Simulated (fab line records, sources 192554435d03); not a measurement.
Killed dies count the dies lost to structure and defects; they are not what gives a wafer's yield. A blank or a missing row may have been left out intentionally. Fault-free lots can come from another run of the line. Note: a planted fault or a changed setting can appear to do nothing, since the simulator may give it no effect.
Matching of chambers + flow n5 finfet + N5_MOL_CONTACT_COAG_ETCH_91 on rie diel-02 has 4 sister chambers
The step etches SOC in N2/H2, target depth 60 nm, overetch 21 nm, time 101.2 s. 27 wafers are shown with their chamber, then 12 later ones without.

## WAFERS PAIRED WITH THEIR CHAMBERS
| wafer  | chamber | drypump motor current A (A) | throttle valve pct (%) | showerhead plenum p Torr (Torr) |
|--------|---------|-----------------------------|------------------------|---------------------------------|
| L074.3 | 2       | 5.7                         | 17.85                  | 2.59                            |
| L074.4 | 1       | 5.8                         | 18.03                  | 2.49                            |
| L074.6 | 0       | 5.3                         | 18.32                  | 2.55                            |
| L075.1 | 3       | 5.9                         | 17.90                  | 2.51                            |
| L075.3 | 1       | 5.9                         | 18.04                  | 2.48                            |
| L075.5 | 1       | 5.9                         | 18.01                  | 2.48                            |
| L076.1 | 3       | 5.9                         | 17.90                  | 2.51                            |
| L076.4 | 1       | 5.8                         | 18.03                  | 2.48                            |
| L076.6 | 0       | 5.3                         | 18.32                  | 2.55                            |
| L078.2 | 1       | 5.9                         | 18.06                  | 2.48                            |
| L078.3 | 3       | 5.9                         | 17.91                  | 2.51                            |
| L078.6 | 1       | 5.9                         | 18.05                  | 2.48                            |
| L082.2 | 0       | 5.3                         | 18.34                  | 2.54                            |
| L082.4 | 3       | 5.9                         | 17.93                  | 2.51                            |
| L082.5 | 2       | 5.7                         | 17.89                  | 2.58                            |
| L083.1 | 0       | 5.3                         | 18.35                  | 2.54                            |
| L083.4 | 2       | 5.8                         | 17.90                  | 2.58                            |
| L083.6 | 2       | 5.8                         | 17.92                  | 2.58                            |
| L084.1 | 1       | 5.8                         | 18.06                  | 2.48                            |
| L084.4 | 0       | 5.3                         | 18.35                  | 2.54                            |
| L084.6 | 3       | 5.9                         | 17.93                  | 2.50                            |
| L086.2 | 0       | 5.3                         | 18.37                  | 2.54                            |
| L086.3 | 1       | 5.9                         | 18.06                  | 2.47                            |
| L086.4 | 2       | 5.8                         | 17.91                  | 2.58                            |
| L089.1 | 2       | 5.7                         | 17.91                  | 2.58                            |
| L089.5 | 2       | 5.8                         | 17.91                  | 2.58                            |
| L089.6 | 1       | 5.9                         | 18.09                  | 2.47                            |

SIGNATURES, as means of the wafers listed above
| reading                  | chamber 0 | chamber 1 | chamber 2 | chamber 3 | scatter within a chamber |
|--------------------------|-----------|-----------|-----------|-----------|--------------------------|
| drypump motor current A  | 5.300     | 5.867     | 5.757     | 5.900     | 0.0402                   |
| throttle valve pct       | 18.3417   | 18.0478   | 17.8986   | 17.9140   | 0.0213                   |
| showerhead plenum p Torr | 2.5433    | 2.4789    | 2.5814    | 2.5080    | 0.00506                  |
Rule: a wafer lies at a distance from a chamber equal to the root of the sum of squares, over the readings, of (its reading less the chamber's mean, divided by the reading's scatter). The wafer belongs to the nearest chamber; if the next one is less than 2 further off, it can't be placed. The scatter: take each reading less its chamber's mean, square it, sum over the shown wafers, divide by the number of wafers less the number of chambers, and take the root.

## WAFERS WHOSE CHAMBER IS MISSING
| wafer  | drypump motor current A (A) | throttle valve pct (%) | showerhead plenum p Torr (Torr) |
|--------|-----------------------------|------------------------|---------------------------------|
| L090.1 | 5.7                         | 17.91                  | 2.58                            |
| L090.3 | 5.9                         | 17.97                  | 2.50                            |
| L090.6 | 5.3                         | 18.35                  | 2.54                            |
| L092.1 | 5.9                         | 18.08                  | 2.47                            |
| L092.2 | 5.3                         | 18.35                  | 2.53                            |
| L092.3 | 5.9                         | 17.96                  | 2.50                            |
| L096.3 | 5.7                         | 17.92                  | 2.58                            |
| L096.5 | 5.9                         | 18.12                  | 2.46                            |
| L096.6 | 5.7                         | 17.93                  | 2.58                            |
| L097.2 | 5.8                         | 17.91                  | 2.58                            |
| L097.3 | 5.9                         | 18.11                  | 2.46                            |
| L097.5 | 5.8                         | 17.93                  | 2.58                            |

## WHICH CHAMBER EACH WENT THROUGH
| wafer  | from the rows above | in truth |
|--------|---------------------|----------|
| L090.1 | 2                   | 2        |
| L090.3 | 3                   | 3        |
| L090.6 | 0                   | 0        |
| L092.1 | 1                   | 1        |
| L092.2 | 0                   | 0        |
| L092.3 | 3                   | 3        |
| L096.3 | 2                   | 2        |
| L096.5 | 1                   | 1        |
| L096.6 | 2                   | 2        |
| L097.2 | 2                   | 2        |
| L097.3 | 1                   | 1        |
| L097.5 | 2                   | 2        |
12 of 12 placed correctly. Left unplaced by these rows: 0. Placed wrongly: 0.
